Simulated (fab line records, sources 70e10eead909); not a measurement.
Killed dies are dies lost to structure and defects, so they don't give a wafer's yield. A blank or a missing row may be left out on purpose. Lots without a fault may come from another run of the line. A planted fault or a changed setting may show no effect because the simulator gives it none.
Which tool did it? | flow nand_harc | 12 lots, 36 wafers sampled, at 6 steps of a route of 1159

WHAT THE GAUGES READ, wafer by wafer
NHARC_P_BONDPAD_THK_MEAS_20: measures by xrf. Usual: thk_nm 160.1 nm, standard deviation 1.8.
lot  | measured     | on            | thk_nm (nm)       | flag
L865 | day 7 07:35  | film_metro-02 | 31.2 29.2 30.8    | OFF
L866 | day 7 20:42  | film_metro-01 | 31.5 31.3 29.1    | OFF
L868 | day 8 07:50  | film_metro-01 | 30.5 29.6 29.9    | OFF
L875 | day 9 20:33  | film_metro-01 | 158.0 159.0 157.8 |
L877 | day 10 11:15 | film_metro-02 | 159.6 159.7 158.1 |
L876 | day 10 12:02 | film_metro-02 | 158.4 158.1 159.2 |
L878 | day 10 18:45 | film_metro-02 | 160.1 160.1 157.0 |
L879 | day 10 21:25 | film_metro-02 | 156.6 161.4 162.8 |
L880 | day 11 06:23 | film_metro-01 | 161.3 163.2 157.1 |
L881 | day 11 11:49 | film_metro-01 | 161.0 164.4 159.9 |
L882 | day 11 13:05 | film_metro-01 | 158.2 160.5 158.3 |
L883 | day 11 17:46 | film_metro-02 | 161.5 160.8 161.4 |

NHARC_END_SORT_01. Usual: defect_limited_yield 95.5 %, standard deviation 1.4; killed_at_array 26, standard deviation 9.1; killed_at_other 0.7, standard deviation 0.9; killed_at_periphery 3.6, standard deviation 2.8; killed_dies 30, standard deviation 9.2; killed_open 3.0, standard deviation 1.9; killed_short 2.0, standard deviation 1.4; sort_bin_2_pct 1.4 %, standard deviation 0.6; sort_bin_3_pct 0.23 %, standard deviation 0.17; sort_bin_4_pct 2.8 %, standard deviation 0.92; sort_n_pass 647, standard deviation 9.2; sort_rim_yield_pct 95.9 %, standard deviation 2.1; sort_yield_pct 95.5 %, standard deviation 1.4.
lot  | measured     | on        | defect_limited_yield (%) | killed_at_array | killed_at_other | killed_at_periphery | killed_dies | killed_open | killed_short | sort_bin_2_pct (%) | sort_bin_3_pct (%) | sort_bin_4_pct (%) | sort_n_pass | sort_rim_yield_pct (%) | sort_yield_pct (%) | flag
L865 | day 19 21:07 | prober-01 | 0 0 0                    | 24 26 17        | 0 0 0           | 653 651 660         | 677 677 677 | 6 2 2       | 4 1 1        | 97.2 97.3 98.1     | 0 0.30 0.30        | 2.8 2.4 1.6        | 0 0 0       | 0 0 0                  | 0 0 0              | OFF
L866 | day 20 07:07 | prober-02 | 0 0 0                    | 14 19 12        | 0 1 0           | 663 657 665         | 677 677 677 | 3 5 2       | 2 3 0        | 98.4 97.6 98.2     | 0 0.30 0           | 1.6 2.1 1.8        | 0 0 0       | 0 0 0                  | 0 0 0              | OFF
L868 | day 21 01:43 | prober-02 | 0 0 0                    | 23 21 23        | 1 3 5           | 653 653 649         | 677 677 677 | 4 3 3       | 3 0 2        | 97.5 97.2 96.8     | 0.15 0.30 0        | 2.4 2.5 3.2        | 0 0 0       | 0 0 0                  | 0 0 0              | OFF
L875 | day 22 08:22 | prober-01 | 95.0 94.8 94.8           | 32 33 31        | 1 0 1           | 1 2 3               | 34 35 35    | 1 2 1       | 3 1 2        | 1.0 1.8 1.3        | 0.44 0 0.15        | 3.5 3.4 3.7        | 643 642 642 | 92.5 93.4 98.1         | 95.0 94.8 94.8     |
L877 | day 24 01:56 | prober-01 | 94.1 95.0 94.7           | 35 23 29        | 1 1 1           | 4 10 6              | 40 34 36    | 5 2 4       | 0 0 1        | 2.4 1.5 1.6        | 0.59 0.44 0.15     | 3.0 3.1 3.5        | 637 643 641 | 94.3 93.4 94.3         | 94.1 95.0 94.7     |
L876 | day 24 09:44 | prober-01 | 94.5 96.5 95.1           | 26 16 22        | 0 0 1           | 11 8 10             | 37 24 33    | 4 2 1       | 0 3 1        | 1.8 0.7 0.9        | 0.30 0.30 0        | 3.4 2.5 4.0        | 640 653 644 | 96.2 96.2 96.2         | 94.5 96.5 95.1     |
L878 | day 24 01:55 | prober-02 | 95.6 94.8 94.1           | 29 32 36        | 1 1 0           | 0 2 4               | 30 35 40    | 3 2 4       | 1 4 2        | 1.2 0.9 1.5        | 0.30 0.44 0.30     | 3.0 3.8 4.1        | 647 642 637 | 97.2 94.3 92.5         | 95.6 94.8 94.1     |
L879 | day 24 09:38 | prober-02 | 95.1 96.3 95.4           | 29 25 28        | 0 0 1           | 4 0 2               | 33 25 31    | 5 3 3       | 4 0 2        | 1.5 0.7 1.6        | 0.15 0.30 0.30     | 3.2 2.7 2.7        | 644 652 646 | 99.1 96.2 95.3         | 95.1 96.3 95.4     |
L880 | day 25 01:31 | prober-01 | 92.3 90.5 94.2           | 50 62 37        | 0 0 1           | 2 2 1               | 52 64 39    | 2 3 1       | 2 5 2        | 3.7 4.1 1.2        | 0.15 0.59 0.44     | 3.8 4.7 4.1        | 625 613 638 | 89.6 95.3 92.5         | 92.3 90.5 94.2     |
L881 | day 24 18:15 | prober-02 | 94.7 95.1 94.8           | 35 33 33        | 1 0 1           | 0 0 1               | 36 33 35    | 2 2 1       | 0 3 2        | 1.8 2.1 1.5        | 0.30 0.15 0.59     | 3.2 2.7 3.1        | 641 644 642 | 98.1 96.2 96.2         | 94.7 95.1 94.8     |
L882 | day 24 19:15 | prober-01 | 96.3 98.1 96.8           | 20 12 19        | 1 0 0           | 4 1 3               | 25 13 22    | 4 4 5       | 6 2 4        | 1.3 0.7 0.9        | 0 0.15 0.15        | 2.4 1.0 2.2        | 652 664 655 | 98.1 97.2 94.3         | 96.3 98.1 96.8     |
L883 | day 25 01:19 | prober-02 | 95.7 95.9 94.7           | 19 19 22        | 1 0 1           | 9 9 13              | 29 28 36    | 5 3 2       | 1 0 2        | 1.3 1.2 1.3        | 0 0.15 0.30        | 3.0 2.8 3.7        | 648 649 641 | 98.1 92.5 96.2         | 95.7 95.9 94.7     |

WHICH TOOL RAN EACH LOT (tool, then ch and the chambers of the sampled wafers, then the start)
lot  | NHARC_P_M2_DEP_33               | NHARC_P_BONDPAD_PRE_CLEAN_26            | NHARC_P_BONDPAD_PVD_17                  | NHARC_P_BONDPAD_ECD_18
L865 | pecvd-02 ch 0,1,2, day 7 02:57  | pvd_sputter-01, day 7 06:32 or earlier  | pvd_sputter-01, day 7 06:32 or earlier  | ecd_cu-02 ch 0,1, day 7 06:32
L866 | pecvd-03 ch 0,2, day 7 16:27    | pvd_sputter-02, day 7 19:43 or earlier  | pvd_sputter-02, day 7 19:43 or earlier  | ecd_cu-01 ch 0, day 7 19:43
L868 | pecvd-03 ch 1,2, day 8 03:40    | pvd_sputter-02, day 8 06:41 or earlier  | pvd_sputter-02, day 8 06:41 or earlier  | ecd_cu-02 ch 0,1, day 8 06:41
L875 | pecvd-04 ch 0,1, day 9 16:28    | pvd_sputter-02, day 9 19:33 or earlier  | pvd_sputter-02, day 9 19:33 or earlier  | ecd_cu-01 ch 0, day 9 19:33
L877 | pecvd-04 ch 0,1,2, day 10 07:13 | pvd_sputter-01, day 10 10:13 or earlier | pvd_sputter-01, day 10 10:13 or earlier | ecd_cu-01 ch 0, day 10 10:13
L876 | pecvd-03 ch 0,1, day 10 07:46   | pvd_sputter-03, day 10 10:59 or earlier | pvd_sputter-03, day 10 10:59 or earlier | ecd_cu-01 ch 0,1, day 10 10:59
L878 | pecvd-03 ch 0,1,2, day 10 14:29 | pvd_sputter-03, day 10 17:41 or earlier | pvd_sputter-03, day 10 17:41 or earlier | ecd_cu-01 ch 0,1, day 10 17:41
L879 | pecvd-03 ch 0,1,2, day 10 16:56 | pvd_sputter-03, day 10 20:22 or earlier | pvd_sputter-03, day 10 20:22 or earlier | ecd_cu-01 ch 0,1, day 10 20:22
L880 | pecvd-02 ch 0,1,2, day 11 02:12 | pvd_sputter-02, day 11 05:22 or earlier | pvd_sputter-02, day 11 05:22 or earlier | ecd_cu-01 ch 0,1, day 11 05:22
L881 | pecvd-02 ch 1,2, day 11 07:37   | pvd_sputter-01, day 11 10:50 or earlier | pvd_sputter-01, day 11 10:50 or earlier | ecd_cu-02 ch 1, day 11 10:50
L882 | pecvd-03 ch 0,1, day 11 08:44   | pvd_sputter-03, day 11 12:08 or earlier | pvd_sputter-03, day 11 12:08 or earlier | ecd_cu-01 ch 0,1, day 11 12:08
L883 | pecvd-03 ch 0,1, day 11 13:29   | pvd_sputter-01, day 11 16:41 or earlier | pvd_sputter-01, day 11 16:41 or earlier | ecd_cu-01 ch 0,1, day 11 16:41
- NHARC_P_M2_DEP_33: deposits SiCN, target thk 30 nm.
- NHARC_P_BONDPAD_PRE_CLEAN_26: time 30 s.
- NHARC_P_BONDPAD_PVD_17: deposits TaN, target thk 5 nm, time 8.06 s.
- NHARC_P_BONDPAD_ECD_18: material Cu, target thk 400 nm.

WHAT THE TOOLS THEMSELVES READ (means of the sampled wafers that have a number; where no wafer has one, the mark that the record gives instead)
NHARC_P_M2_DEP_33. Usual: heater_power_w 556 W, standard deviation 79.
lot  | tool     | heater_power_w (W) | flag
L865 | pecvd-02 | 589                |
L866 | pecvd-03 | 592                |
L868 | pecvd-03 | 600                |
L875 | pecvd-04 | 487                |
L877 | pecvd-04 | 496                |
L876 | pecvd-03 | 600                |
L878 | pecvd-03 | 612                |
L879 | pecvd-03 | 620                |
L880 | pecvd-02 | 538                |
L881 | pecvd-02 | 485                |
L882 | pecvd-03 | 652                |
L883 | pecvd-03 | 546                |

NHARC_P_BONDPAD_PRE_CLEAN_26. Usual: heater_power_w 406 W, standard deviation 39.
lot  | tool           | heater_power_w (W) | flag
L865 | pvd_sputter-01 | 457                |
L866 | pvd_sputter-02 | 383                |
L868 | pvd_sputter-02 | 428                |
L875 | pvd_sputter-02 | 382                |
L877 | pvd_sputter-01 | 423                |
L876 | pvd_sputter-03 | 360                |
L878 | pvd_sputter-03 | 381                |
L879 | pvd_sputter-03 | 388                |
L880 | pvd_sputter-02 | 400                |
L881 | pvd_sputter-01 | 421                |
L882 | pvd_sputter-03 | 405                |
L883 | pvd_sputter-01 | 420                |

NHARC_P_BONDPAD_PVD_17. Usual: throttle_valve_pct 29.9 %, standard deviation 1.1.
lot  | tool           | throttle_valve_pct (%) | flag
L865 | pvd_sputter-01 | 31.0                   |
L866 | pvd_sputter-02 | 29.1                   |
L868 | pvd_sputter-02 | 28.8                   |
L875 | pvd_sputter-02 | 28.8                   |
L877 | pvd_sputter-01 | 30.4                   |
L876 | pvd_sputter-03 | 29.1                   |
L878 | pvd_sputter-03 | 29.6                   |
L879 | pvd_sputter-03 | 29.7                   |
L880 | pvd_sputter-02 | 29.9                   |
L881 | pvd_sputter-01 | 30.2                   |
L882 | pvd_sputter-03 | 29.7                   |
L883 | pvd_sputter-01 | 31.6                   |

NHARC_P_BONDPAD_ECD_18. Usual: bath_heat_duty_pct 6.4 %, standard deviation 0.57; bath_temp_c 24.99 C, standard deviation 0.1.
lot  | tool      | bath_heat_duty_pct (%) | bath_temp_c (C) | flag
L865 | ecd_cu-02 | -                      | -               | OFF
L866 | ecd_cu-01 | -                      | -               | OFF
L868 | ecd_cu-02 | -                      | -               | OFF
L875 | ecd_cu-01 | 6.5                    | 25.06           |
L877 | ecd_cu-01 | 5.9                    | 24.94           |
L876 | ecd_cu-01 | 6.2                    | 25.02           |
L878 | ecd_cu-01 | 6.5                    | 25.00           |
L879 | ecd_cu-01 | 6.6                    | 24.91           |
L880 | ecd_cu-01 | 5.7                    | 25.04           |
L881 | ecd_cu-02 | 7.3                    | 25.06           |
L882 | ecd_cu-01 | 6.2                    | 25.02           |
L883 | ecd_cu-01 | 6.4                    | 24.95           |

THE ANSWER, worked out from the rows above alone
Rule: a lot is off if the mean of its wafers that have a number lies more than 3 standard deviations from the usual mean. A lot without any number at a reading at which 4 lots or more have one is off too. The other lots that the step has rows for count as sound. The gauges are gone through in route order, then the tools' own readings, and for those a lot's mean is taken as printed above. The first step at which some lot is off is used, and at that step the reading that is off furthest; a lot without a number counts as furthest.
Off: L865, L866, L868, at NHARC_P_BONDPAD_THK_MEAS_20 (thk_nm).
A tool fits if, at a process step before that reading, it ran every lot that is off, and no sound lot after the first of them. The gauges at NHARC_P_BONDPAD_THK_MEAS_20 aren't tried: what is off there is off at NHARC_END_SORT_01 too, on other tools, and a gauge's error can't cause that. NHARC_P_BONDPAD_PRE_CLEAN_26 gives no start for some lots, so the hours and the order of its lots are those of NHARC_P_BONDPAD_ECD_18. NHARC_P_BONDPAD_PVD_17 gives no start for some lots, so the hours and the order of its lots are those of NHARC_P_BONDPAD_ECD_18. None of those tried fits.

WHAT THE SIMULATOR HAD PUT IN
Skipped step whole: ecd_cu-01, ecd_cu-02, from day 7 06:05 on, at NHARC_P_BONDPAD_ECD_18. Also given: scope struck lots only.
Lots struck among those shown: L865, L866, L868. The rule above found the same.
